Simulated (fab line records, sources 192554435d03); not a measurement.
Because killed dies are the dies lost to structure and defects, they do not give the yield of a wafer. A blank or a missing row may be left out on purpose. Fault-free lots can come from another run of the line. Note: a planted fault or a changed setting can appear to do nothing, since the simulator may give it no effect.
Lot-split experiment	flow n5Finfet	on a route of 1938 steps: 7 lots, 21 wafers read

## ON THE SPLIT
At N5_BEOL_M10_TRENCH_ETCH_37 (etches SiCOH lowk in C4F6/O2, target depth 148.83 nm, time 48 s), the setting sourceW was moved away from the recipe's 345 W on 6 of the 21 wafers read, by -14.4% to +16.5%. For the rest of the wafers, this setting stayed at what the recipe calls for.

The reading is taken at the split's own step.

## THE READING
rfVppV, in V, at N5_BEOL_M10_TRENCH_ETCH_37 (etches SiCOH lowk in C4F6/O2, target depth 148.83 nm, time 48 s). A value of 666 V with a standard deviation of 15 V is what fault-free wafers of this fab line usually give.

wafer	tool, chamber at the split	sourceW as run, W	against the recipe	rfVppV, V	against lot-mates on the recipe
L077.2	rieDiel-01, 2	345	recipe	673	-
L077.4	rieDiel-01, 1	295.4	-14.4%	727	+50
L077.6	rieDiel-01, 3	345	recipe	681	-
L079.4	rieDiel-01, 2	321.5	-6.8%	698	+22
L079.5	rieDiel-01, 0	345	recipe	676	-
L079.6	rieDiel-01, 1	321.5	-6.8%	696	+20
L074.3	rieDiel-05, 2	345	recipe	679	-
L074.4	rieDiel-05, 3	345	recipe	669	-
L074.6	rieDiel-05, 0	345	recipe	646	-
L082.1	rieDiel-05, 0	364	+5.5%	628	-34
L082.5	rieDiel-05, 0	345	recipe	645	-
L082.6	rieDiel-05, 2	345	recipe	678	-
L085.3	rieDiel-05, 1	345	recipe	636	-
L085.4	rieDiel-05, 2	297.8	-13.7%	730	+92
L085.6	rieDiel-05, 1	345	recipe	639	-
L087.4	rieDiel-01, 1	345	recipe	670	-
L087.5	rieDiel-01, 2	345	recipe	672	-
L087.6	rieDiel-01, 3	345	recipe	683	-
L092.1	rieDiel-05, 2	345	recipe	678	-
L092.4	rieDiel-05, 3	345	recipe	668	-
L092.5	rieDiel-05, 2	401.9	+16.5%	628	-45

FIT RESULTS
A straight line over all 21 wafers: rfVppV changes by -3.77 V for each +1% of sourceW; r = -0.84; the points scatter about the line by 16 V.
The same after taking each lot's own level away (the mean of its wafers on the recipe; 21 wafers): -4.02 V for each +1%; r = -0.89; scatter 13 V.
On that fit, the largest move of sourceW shifts the reading by 66 V.
From 637.5 to 677.0 V: that is the span of the lots' own levels, equal to 2.6 times the standard deviation above.
Hence the lot-to-lot level has little effect on the slope; both slopes agree.
Check: with one of the wafers moved furthest among these (+16.5%) left out of the fit, the line predicts -80.9 V for it against its lot-mates. It came out at -45 V against them.
Tool readings at the split's step, against how far the setting was moved: rfVppV r = -0.84.

## FURTHER SPLITS ON THESE WAFERS
Other splits were also applied to these wafers ahead of the reading. Each is held against what the fit with the lots' levels taken away leaves over:
other split on the same wafers	wafers away from the commonest value	r with rfVppV (lot level and that fit taken away)
N5_BEOL_M8_ETCH_65 sourceW	8	-0.25
N5_BEOL_M8_ETCH_66 sourceW	7	-0.03
N5_BEOL_M9_EXPOSE_25 doseMj	9	+0.14
N5_BEOL_M10_VIA_ETCH_34 timeS	8	-0.08

## THE FILE'S OWN FIT
rfVppV changes by -4.11 V for each +1% of sourceW, r = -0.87.
